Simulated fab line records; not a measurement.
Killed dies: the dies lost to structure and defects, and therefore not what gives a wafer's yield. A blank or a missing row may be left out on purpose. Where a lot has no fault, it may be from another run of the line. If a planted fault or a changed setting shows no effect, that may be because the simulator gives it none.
fab line records | flow n5_finfet
record lots=4 | wafers=12 | last_day=18
route steps=1938 shown BEOL_M4@1099 BEOL_M5@1112 BEOL_M6@1260 PASSIVATION@1936
lots untouched by any fault: they come from a run of this same line in which no faults occurred
start_h: start of the lot's first displayed wafer, in hours after the record's first day | wait_h: hours elapsed since this lot's preceding step | " same as the row above | L1.1+2: a single row standing in for several wafers | - no value, or no start was given | * or withheld: withheld | < > ~ a bound
route shown NAME@n: names a module that has steps shown in the file, with the first one's number in the route | usual: mean and standard deviation over wafers with no fault | same: alike in all rows | chamber/n: place in a boat | sites: readings site by site | _std_site: the values' standard deviation | _edge_site: inner sites' mean taken away from outer sites' mean | radius_mm: how far each site lies from the wafer's centre | mask NAME#n: copy n | behind: the last tool/chamber to shape the wafer | hold: reason for holding the lot/hours on hold/outcome of the hold | device: whichever transistor did not switch (one of n, p or np) | end of line: at the end of the route, the tests of the same wafers | a step given without rows: its recipe and nothing more | killed: the dies lost at the first sort to structure and to defects; this is not the yield of the wafer | map: the dies of a wafer, with x for killed, . for not killed, _ for no die there
set.NAME: the run value of the setting; set.NAME@STEP: its run value at that earlier step | model.NAME: the simulator's own value behind a step, which no gauge read
certain route steps with their lots: each step a table, each wafer a row
services: from which hour (start_h, from the record's first day; less than 0 if before it) a tool's chamber was out of use, for how many hours, and why
## steps
# step N5_BEOL_M4_ANNEAL_95
# recipe temp_c=400 | time_s=240 | ambient=vacuum
# step N5_BEOL_M4_SPUTTER_96
# recipe material=Cu | target_thk_a=45 | temp_c=-20 | chamber_pressure_pa=0.07 | power_w=withheld | time_s=8.29
# step N5_BEOL_M4_ECD_50
# recipe material=Cu | target_thk_a=3000
# step N5_BEOL_M4_ANNEAL_51
# recipe temp_c=225 | time_s=90 | ambient=N2
# step N5_BEOL_M4_CMP_52
# recipe stop_on=SiOC | t_overpolish_s=6.8 | down_force_psi=1 | platen_rpm=50 | clearing_platen_down_force_psi=1.5 | clearing_platen_rpm=50 | post_cmp_clean=cu_alkaline | target_thk_nm=40 | clearing_platen_pad_velocity_m_s=0.99484 | pad_velocity_m_s=0.99484
# step N5_BEOL_M4_PRE_CLEAN_60
# recipe gas=NH3/H2 | time_s=15 | temp_c=* | rf_power_w=300
# step N5_BEOL_M4_CO_CAP_55
# recipe material=Co | target_thk_a=20 | temp_c=200 | precursor=CCTBA/H2 | pressure_torr=30 | time_s=102.1
# step N5_BEOL_M4_PRE_CLEAN_56
# recipe gas=NH3 | time_s=15 | temp_c=withheld | rf_power_w=300
# step N5_BEOL_M4_DEP_57
# recipe material=SiCN | target_thk_a=80 | temp_c=withheld | precursor=3MS/NH3 | pressure_torr=3 | rf_w=202 | time_s=14
# step N5_BEOL_M4_RC_MEAS_101
# usual DIBL_N=36.4/1.2 | DIBL_P=36.1/1.6 | IOFF_N=0.156/0.024 | IOFF_P=0.21/0.031 | ION_N=674/11 | ION_P=463/6.9 | SS_N=71.5/0.5 | SS_P=73.2/0.55 | VT_N=250.0/2.9 | VT_P=-250/3.6
lot.wafer | tool      | chamber | start_h | wait_h | DIBL_N[mV/V] | DIBL_P[mV/V] | IOFF_N[nA/um] | IOFF_P[nA/um] | ION_N[uA/um] | ION_P[uA/um] | SS_N[mV/dec] | SS_P[mV/dec] | VT_N[mV] | VT_P[mV]
L356.1    | prober-01 | 0       | 242.03  | 0.0    | 36.0         | 34.4         | 0.116         | 0.14          | 655          | 451          | 71.2         | 72.0         | 258.6    | -260
L356.3    | "         | 0       | "       | "      | 37.5         | 36.7         | 0.142         | 0.18          | 670          | 449          | 71.9         | 73.2         | 250.9    | -256
L356.6    | "         | 0       | "       | "      | 36.0         | 35.3         | 0.120         | 0.16          | 666          | 448          | 71.5         | 72.6         | 255.5    | -256
L358.2    | prober-02 | 0       | 252.79  | 0.2    | 35.6         | 34.5         | 0.134         | 0.17          | 661          | 452          | 71.4         | 73.2         | 255.2    | -256
L358.3    | "         | 0       | "       | "      | 36.0         | 35.8         | 0.162         | 0.19          | 686          | 462          | 71.6         | 73.8         | 251.0    | -252
L358.4    | "         | 0       | "       | "      | 37.4         | 37.1         | 0.163         | 0.20          | 673          | 455          | 71.3         | 73.6         | 251.6    | -255
L361.1    | prober-01 | 0       | 282.70  | 0.0    | 36.6         | 38.1         | 0.148         | 0.19          | 665          | 455          | 71.4         | 72.9         | 254.3    | -253
L361.2    | "         | 0       | "       | "      | 35.0         | 36.0         | 0.119         | 0.17          | 666          | 458          | 71.1         | 72.8         | 255.6    | -253
L361.3    | "         | 0       | "       | "      | 35.0         | 36.6         | 0.127         | 0.18          | 663          | 458          | 71.2         | 73.0         | 254.6    | -254
L365.2    | prober-02 | 0       | 314.79  | 0.2    | 36.5         | 37.3         | 0.168         | 0.22          | 673          | 464          | 71.8         | 73.5         | 247.5    | -250
L365.3    | "         | 0       | "       | "      | 38.1         | 38.8         | 0.196         | 0.24          | 689          | 466          | 71.8         | 74.1         | 246.7    | -246
L365.4    | "         | 0       | "       | "      | 35.9         | 35.8         | 0.140         | 0.19          | 659          | 459          | 71.7         | 73.5         | 252.1    | -250
# step N5_BEOL_M5_ILD_DEP_00
# recipe material=SiCOH_lowk | target_thk_a=1406.4 | temp_c=300 | precursor=DEMS/porogen | pressure_torr=5 | rf_w=500 | time_s=25.9
# step N5_BEOL_M5_CURE_79
# recipe temp_c=385 | time_s=240 | ambient=He/Ar | material=SiCOH_lowk
# step N5_BEOL_M5_PECVD_70
# recipe material=SiO2 | target_thk_a=160 | temp_c=400 | precursor=TEOS/O2 | pressure_torr=5.5 | rf_w=450 | teos_flow_sccm=53.8 | gas=O2 | flow_sccm=3000 | time_s=18
# step N5_BEOL_M5_HM_DEP_02
# recipe material=TiN | target_thk_a=200 | temp_c=25 | chamber_pressure_pa=0.49996
# step N5_BEOL_M5_COAT_59
# recipe resist=SOC | temp_c=250 | time_s=60 | spin_rpm=1500 | resist_thk_nm=60
# step N5_BEOL_M5_COAT_60
# recipe resist=SiARC | temp_c=220 | time_s=60 | spin_rpm=1500 | resist_thk_nm=12
# step N5_BEOL_M5_COAT_71
# recipe resist=underlayer | temp_c=205 | time_s=60 | spin_rpm=1500 | resist_thk_nm=5
# step N5_BEOL_M5_COAT_05
# recipe resist=CAR-EUV | spin_rpm=1500 | resist_thk_nm=30
# step N5_BEOL_M5_EBR_07
# recipe solvent=PGMEA | ebr_width_mm=1.5
# step N5_BEOL_M5_SOFTBAKE_06
# recipe temp_c=110 | time_s=60 | resist=CAR-EUV
# step N5_BEOL_M5_EXPOSE_08
# recipe mask_id=M5 | na=0.33 | source_shape=annular | sigma_inner=0.4 | sigma_outer=0.8 | polarization=unpolarized | target_cd_nm=28 | dose_mj=35.75
# step N5_BEOL_M5_PEB_09
# recipe peb_temp_c=100 | peb_time_s=60 | resist=CAR-EUV
# step N5_BEOL_M5_DEVELOP_10
# recipe develop_time_s=30 | developer=TMAH | resist=CAR-EUV | rinse_liquid=surfactant_rinse | dry=air_spin | dev_temp_c=23
# step N5_BEOL_M5_DESCUM_16
# recipe chemistry=O2 | time_s=7 | source_power_w=50 | bias_power_w=20 | pressure_mtorr=20 | rf_frequency_hz=2.712e+07 | temp_c=40 | resist=CAR-EUV | o2_flow_sccm=225
# step N5_BEOL_M5_ETCH_72
# recipe chemistry=N2/H2 | target=underlayer | target_depth_a=65 | mask_material=CAR-EUV | time_s=5.2 | ion_energy_ev=200 | pressure_mtorr=30 | source_w=840 | bias_w=150 | n2_flow_sccm=200 | h2_flow_sccm=200 | ends=cleared
# step N5_BEOL_M5_ETCH_61
# recipe chemistry=CF4 | target=SiARC | target_depth_a=156 | mask_material=CAR-EUV | time_s=26 | ion_energy_ev=80 | pressure_mtorr=40 | source_w=545 | bias_w=36 | Ar_flow_sccm=100 | cf4_flow_sccm=100 | ends=cleared
# step N5_BEOL_M5_ETCH_62
# recipe chemistry=N2/H2 | target=SOC | target_depth_a=750 | overetch_a=150 | mask_material=SiARC | temp_c=40 | time_s=112.5 | ion_energy_ev=200 | pressure_mtorr=30 | source_w=840 | bias_w=150 | n2_flow_sccm=200 | h2_flow_sccm=200
# step N5_BEOL_M5_STRIP_63
# recipe chemistry=N2/H2 | temp_c=40 | n2_flow_sccm=200 | h2_flow_sccm=200 | rf_frequency_hz=6e+07
# step N5_BEOL_M5_STRIP_73
# recipe chemistry=N2/H2 | temp_c=40 | n2_flow_sccm=200 | h2_flow_sccm=200 | rf_frequency_hz=6e+07
# step N5_BEOL_M5_STRIP_64
# recipe chemistry=CF4 | resist=SiARC | power_w=300 | bias_power_w=75 | pressure_mtorr=50 | cf4_flow_sccm=150 | rf_frequency_hz=6e+07
# step N5_BEOL_M5_HM_OPEN_17
# recipe chemistry=Cl2/BCl3 | target_depth_a=200 | overetch_a=60 | target=TiN | mask_material=SOC | ion_energy_ev=150 | pressure_mtorr=10 | icp_w=1000 | bias_w=126 | Cl2_flow_sccm=53.25 | bcl3_flow_sccm=21.75 | Ar_flow_sccm=25
# step N5_BEOL_M5_STRIP_19
# recipe chemistry=O2 | power_w=400 | temp_c=40 | pressure_mtorr=30 | rf_frequency_hz=6e+07 | bias_power_w=0 | overash_fraction=0.2 | o2_flow_sccm=225
# step N5_BEOL_M5_COAT_65
# recipe resist=SOC | temp_c=250 | time_s=60 | spin_rpm=1500 | resist_thk_nm=60
# step N5_BEOL_M5_COAT_66
# recipe resist=SiARC | temp_c=220 | time_s=60 | spin_rpm=1500 | resist_thk_nm=12
# step N5_BEOL_M6_DEP_56
# recipe material=SiCN | target_thk_a=100 | temp_c=withheld | precursor=3MS/NH3 | pressure_torr=3 | rf_w=202 | time_s=17.5
# usual chamber_pressure_Torr=3.000/0.0064 | rf_fwd_power_W=199.6/0.98 | showerhead_plenum_p_Torr=3.668/0.012 | throttle_valve_pct=9.3/0.38
lot.wafer | tool     | chamber | start_h | wait_h | chamber_pressure_Torr | rf_fwd_power_W | showerhead_plenum_p_Torr | throttle_valve_pct
L356.1    | pecvd-04 | 2       | 261.54  | 0.0    | -                     | -              | -                        | -
L356.3    | "        | 1       | "       | "      | -                     | -              | -                        | -
L356.6    | "        | 2       | "       | "      | -                     | -              | -                        | -
L358.2    | pecvd-03 | 2       | 273.95  | 0.0    | -                     | -              | -                        | -
L358.3    | "        | 0       | "       | "      | -                     | -              | -                        | -
L358.4    | "        | 1       | "       | "      | -                     | -              | -                        | -
L361.1    | pecvd-04 | 0       | 301.96  | 0.0    | 2.998                 | 197.2          | 3.668                    | 9.4
L361.2    | "        | 1       | "       | "      | 3.004                 | 199.6          | 3.666                    | 9.1
L361.3    | "        | 2       | "       | "      | 2.997                 | 201.0          | 3.652                    | 9.2
L365.2    | pecvd-03 | 1       | 338.69  | 0.0    | 2.993                 | 199.5          | 3.687                    | 9.1
L365.3    | "        | 0       | "       | "      | 2.995                 | 199.4          | 3.675                    | 10.0
L365.4    | "        | 0       | "       | "      | 3.001                 | 199.8          | 3.672                    | 10.1
# step N5_PASSIVATION_PROBE_49
# usual defect_limited_yield=91.4/1.5 | killed_at_M0_to_M3=31/11 | killed_at_M4_up=13/5.5 | killed_at_contacts=13/6.3 | killed_at_front_end=40/13 | killed_at_other=3.3/2.6 | killed_dies=101/18 | killed_on_rim=13/4 | killed_open=67/13 | killed_short=33/7.9 | sort_bin_5_function=5.1/1 | sort_bin_6_memory=3.2/0.68 | sort_n_pass=1079/18 | sort_yield_pct=91.4/1.5
# same gross_dies=1180 | killed_at_back_side=0 | sort_bin_4_leakage[%]=0 | sort_bin_8_speed[%]=0
lot.wafer | tool      | chamber | start_h | wait_h | defect_limited_yield[%] | killed_at_M0_to_M3 | killed_at_M4_up | killed_at_contacts | killed_at_front_end | killed_at_other | killed_dies | killed_on_rim | killed_open | killed_short | sort_bin_5_function[%] | sort_bin_6_memory[%] | sort_n_pass | sort_yield_pct[%]
L356.1    | prober-01 | -       | 337.82  | 0.0    | 0                       | 29                 | 1110            | 8                  | 32                  | 1               | 1180        | 152           | 58          | 24           | 98.0                   | 1.8                  | 0           | 0
L356.3    | prober-01 | -       | 337.92  | 0.1    | 0                       | 28                 | 1103            | 13                 | 35                  | 1               | 1180        | 152           | 61          | 32           | 96.7                   | 3.1                  | 0           | 0
L356.6    | prober-01 | -       | 338.07  | 0.3    | 0                       | 37                 | 1093            | 18                 | 31                  | 1               | 1180        | 152           | 73          | 29           | 96.9                   | 3.0                  | 0           | 0
L358.2    | prober-01 | -       | 354.27  | 0.1    | 0                       | 30                 | 1080            | 6                  | 59                  | 5               | 1180        | 152           | 63          | 51           | 95.7                   | 3.6                  | 0           | 0
L358.3    | prober-01 | -       | 354.32  | 0.1    | 0                       | 61                 | 1042            | 15                 | 57                  | 5               | 1180        | 152           | 107         | 46           | 95.3                   | 4.6                  | 0           | 0
L358.4    | prober-01 | -       | 354.37  | 0.2    | 0                       | 34                 | 1088            | 11                 | 41                  | 6               | 1180        | 152           | 74          | 35           | 96.5                   | 3.1                  | 0           | 0
L361.3    | prober-01 | -       | 379.84  | 0.1    | 91.3                    | 29                 | 4               | 10                 | 45                  | 15              | 103         | 14            | 65          | 36           | 4.7                    | 3.7                  | 1077        | 91.3
# killed by level:class
L356.1 BEOL_M6:area_dep=1097 FIN_SAQP:geometric_particle:open=14 BEOL_M0_SAQP:geometric_particle:short=9 BEOL_M1:geometric_particle:open=7 MOL_CONTACT_COAG:geometric_particle:open=7 BEOL_M4:geometric_particle:open=7 BEOL_M0_SAQP:geometric_particle:open=6 FIN_SAQP:geometric_particle:short=5
L356.3 BEOL_M6:area_dep=1087 BEOL_M2:geometric_particle:open=15 FIN_SAQP:geometric_particle:short=14 MOL_CONTACT_COAG:geometric_particle:open=12 BEOL_M6:geometric_particle:open=6 FIN_SAQP:geometric_particle:open=4 BEOL_M3:geometric_particle:open=4 ILD0:geometric_particle:open=3
L356.6 BEOL_M6:area_dep=1076 MOL_CONTACT_COAG:geometric_particle:open=12 FIN_SAQP:geometric_particle:open=10 BEOL_M3:geometric_particle:open=9 BEOL_M2:geometric_particle:open=7 FIN_SAQP:geometric_particle:short=6 MOL_CONTACT_COAG:geometric_particle:short=6 BEOL_M5:geometric_particle:open=6
L358.2 BEOL_M6:area_dep=1064 FIN_SAQP:geometric_particle:short=23 FIN_SAQP:geometric_particle:open=16 BEOL_M4:geometric_particle:open=7 BEOL_M3:geometric_particle:short=5 BEOL_M3:geometric_particle:open=5 STARTING-WAFER:geometric_particle:open=4 MOL_CONTACT_COAG:geometric_particle:open=4
L358.3 BEOL_M6:area_dep=1026 BEOL_M0_SAQP:geometric_particle:open=18 FIN_SAQP:geometric_particle:short=17 FIN_SAQP:geometric_particle:open=14 MOL_CONTACT_COAG:geometric_particle:open=14 BEOL_M3:geometric_particle:open=14 BEOL_M0_SAQP:geometric_particle:short=13 DUMMY_GATE:geometric_particle:open=6
L358.4 BEOL_M6:area_dep=1069 BEOL_M3:geometric_particle:open=19 FIN_SAQP:geometric_particle:short=11 MOL_CONTACT_COAG:geometric_particle:open=9 BEOL_M4:geometric_particle:open=7 DUMMY_GATE:geometric_particle:open=6 FIN_SAQP:geometric_particle:open=5 BEOL_M0_SAQP:geometric_particle:open=4
L361.3 FIN_SAQP:geometric_particle:open=13 BEOL_M3:geometric_particle:open=13 MOL_CONTACT_COAG:geometric_particle:open=9 FIN_SAQP:geometric_particle:short=6 STI_FIN_REVEAL:geometric_particle:open=6 PASS1_CAP:geometric_particle:short=6 BEOL_M0_SAQP:geometric_particle:short=5 PASS1_CAP:geometric_particle:open=4
# map L356.1 (x killed, . not)
_________________xxxxxxxxxxxx________________
______________xxxxxxxxxxxxxxxxxx_____________
___________xxxxxxxxxxxxxxxxxxxxxxxx__________
__________xxxxxxxxxxxxxxxxxxxxxxxxxx_________
________xxxxxxxxxxxxxxxxxxxxxxxxxxxxxx_______
_______xxxxxxxxxxxxxxxxxxxxxxxxxxxxxxxx______
______xxxxxxxxxxxxxxxxxxxxxxxxxxxxxxxxxx_____
_____xxxxxxxxxxxxxxxxxxxxxxxxxxxxxxxxxxxx____
____xxxxxxxxxxxxxxxxxxxxxxxxxxxxxxxxxxxxxx___
___xxxxxxxxxxxxxxxxxxxxxxxxxxxxxxxxxxxxxxxx__
___xxxxxxxxxxxxxxxxxxxxxxxxxxxxxxxxxxxxxxxx__
__xxxxxxxxxxxxxxxxxxxxxxxxxxxxxxxxxxxxxxxxxx_
__xxxxxxxxxxxxxxxxxxxxxxxxxxxxxxxxxxxxxxxxxx_
_xxxxxxxxxxxxxxxxxxxxxxxxxxxxxxxxxxxxxxxxxxxx
_xxxxxxxxxxxxxxxxxxxxxxxxxxxxxxxxxxxxxxxxxxxx
_xxxxxxxxxxxxxxxxxxxxxxxxxxxxxxxxxxxxxxxxxxxx
_xxxxxxxxxxxxxxxxxxxxxxxxxxxxxxxxxxxxxxxxxxxx
_xxxxxxxxxxxxxxxxxxxxxxxxxxxxxxxxxxxxxxxxxxxx
_xxxxxxxxxxxxxxxxxxxxxxxxxxxxxxxxxxxxxxxxxxxx
_xxxxxxxxxxxxxxxxxxxxxxxxxxxxxxxxxxxxxxxxxxxx
_xxxxxxxxxxxxxxxxxxxxxxxxxxxxxxxxxxxxxxxxxxxx
__xxxxxxxxxxxxxxxxxxxxxxxxxxxxxxxxxxxxxxxxxx_
__xxxxxxxxxxxxxxxxxxxxxxxxxxxxxxxxxxxxxxxxxx_
___xxxxxxxxxxxxxxxxxxxxxxxxxxxxxxxxxxxxxxxx__
___xxxxxxxxxxxxxxxxxxxxxxxxxxxxxxxxxxxxxxxx__
____xxxxxxxxxxxxxxxxxxxxxxxxxxxxxxxxxxxxxx___
_____xxxxxxxxxxxxxxxxxxxxxxxxxxxxxxxxxxxx____
______xxxxxxxxxxxxxxxxxxxxxxxxxxxxxxxxxx_____
_______xxxxxxxxxxxxxxxxxxxxxxxxxxxxxxxx______
________xxxxxxxxxxxxxxxxxxxxxxxxxxxxxx_______
__________xxxxxxxxxxxxxxxxxxxxxxxxxx_________
___________xxxxxxxxxxxxxxxxxxxxxxxx__________
______________xxxxxxxxxxxxxxxxxx_____________
_________________xxxxxxxxxxxx________________
# map L358.2 (x killed, . not)
_________________xxxxxxxxxxxx________________
______________xxxxxxxxxxxxxxxxxx_____________
___________xxxxxxxxxxxxxxxxxxxxxxxx__________
__________xxxxxxxxxxxxxxxxxxxxxxxxxx_________
________xxxxxxxxxxxxxxxxxxxxxxxxxxxxxx_______
_______xxxxxxxxxxxxxxxxxxxxxxxxxxxxxxxx______
______xxxxxxxxxxxxxxxxxxxxxxxxxxxxxxxxxx_____
_____xxxxxxxxxxxxxxxxxxxxxxxxxxxxxxxxxxxx____
____xxxxxxxxxxxxxxxxxxxxxxxxxxxxxxxxxxxxxx___
___xxxxxxxxxxxxxxxxxxxxxxxxxxxxxxxxxxxxxxxx__
___xxxxxxxxxxxxxxxxxxxxxxxxxxxxxxxxxxxxxxxx__
__xxxxxxxxxxxxxxxxxxxxxxxxxxxxxxxxxxxxxxxxxx_
__xxxxxxxxxxxxxxxxxxxxxxxxxxxxxxxxxxxxxxxxxx_
_xxxxxxxxxxxxxxxxxxxxxxxxxxxxxxxxxxxxxxxxxxxx
_xxxxxxxxxxxxxxxxxxxxxxxxxxxxxxxxxxxxxxxxxxxx
_xxxxxxxxxxxxxxxxxxxxxxxxxxxxxxxxxxxxxxxxxxxx
_xxxxxxxxxxxxxxxxxxxxxxxxxxxxxxxxxxxxxxxxxxxx
_xxxxxxxxxxxxxxxxxxxxxxxxxxxxxxxxxxxxxxxxxxxx
_xxxxxxxxxxxxxxxxxxxxxxxxxxxxxxxxxxxxxxxxxxxx
_xxxxxxxxxxxxxxxxxxxxxxxxxxxxxxxxxxxxxxxxxxxx
_xxxxxxxxxxxxxxxxxxxxxxxxxxxxxxxxxxxxxxxxxxxx
__xxxxxxxxxxxxxxxxxxxxxxxxxxxxxxxxxxxxxxxxxx_
__xxxxxxxxxxxxxxxxxxxxxxxxxxxxxxxxxxxxxxxxxx_
___xxxxxxxxxxxxxxxxxxxxxxxxxxxxxxxxxxxxxxxx__
___xxxxxxxxxxxxxxxxxxxxxxxxxxxxxxxxxxxxxxxx__
____xxxxxxxxxxxxxxxxxxxxxxxxxxxxxxxxxxxxxx___
_____xxxxxxxxxxxxxxxxxxxxxxxxxxxxxxxxxxxx____
______xxxxxxxxxxxxxxxxxxxxxxxxxxxxxxxxxx_____
_______xxxxxxxxxxxxxxxxxxxxxxxxxxxxxxxx______
________xxxxxxxxxxxxxxxxxxxxxxxxxxxxxx_______
__________xxxxxxxxxxxxxxxxxxxxxxxxxx_________
___________xxxxxxxxxxxxxxxxxxxxxxxx__________
______________xxxxxxxxxxxxxxxxxx_____________
_________________xxxxxxxxxxxx________________
## services
tool     | chamber | start_h | hours | kind
pecvd-03 | -       | 254.41  | 2.8   | pm
pecvd-03 | 1       | 304.93  | 5.0   | scheduled_down
## key
first_sign step=N5_BEOL_M6_DEP_56 | reading=tool_record | direction=missing
effect step=N5_PASSIVATION_PROBE_49 | reading=killed_at_M4_up | direction=up | sigmas=99+ | usual=13 | struck=1086
more_kills_born_at N5_BEOL_M6_DEP_56@pecvd-04=3260 | N5_BEOL_M6_DEP_56@pecvd-03=3159
met_at N5_BEOL_M6_DEP_56
struck_wafers L356.1,L356.3,L356.6,L358.2,L358.3,L358.4
later_rows_left_out L356.1,L356.3,L356.6,L358.2,L358.3,L358.4
fault kind=skipped_step_whole | tool=pecvd-03,pecvd-04 | chamber=- | onset_h=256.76 | steps=N5_BEOL_M6_DEP_56 | scope=struck_lots_only
# later_rows_left_out: the simulator's readings of these wafers behind a module that went badly wrong aren't trusted and aren't shown, but for the sort
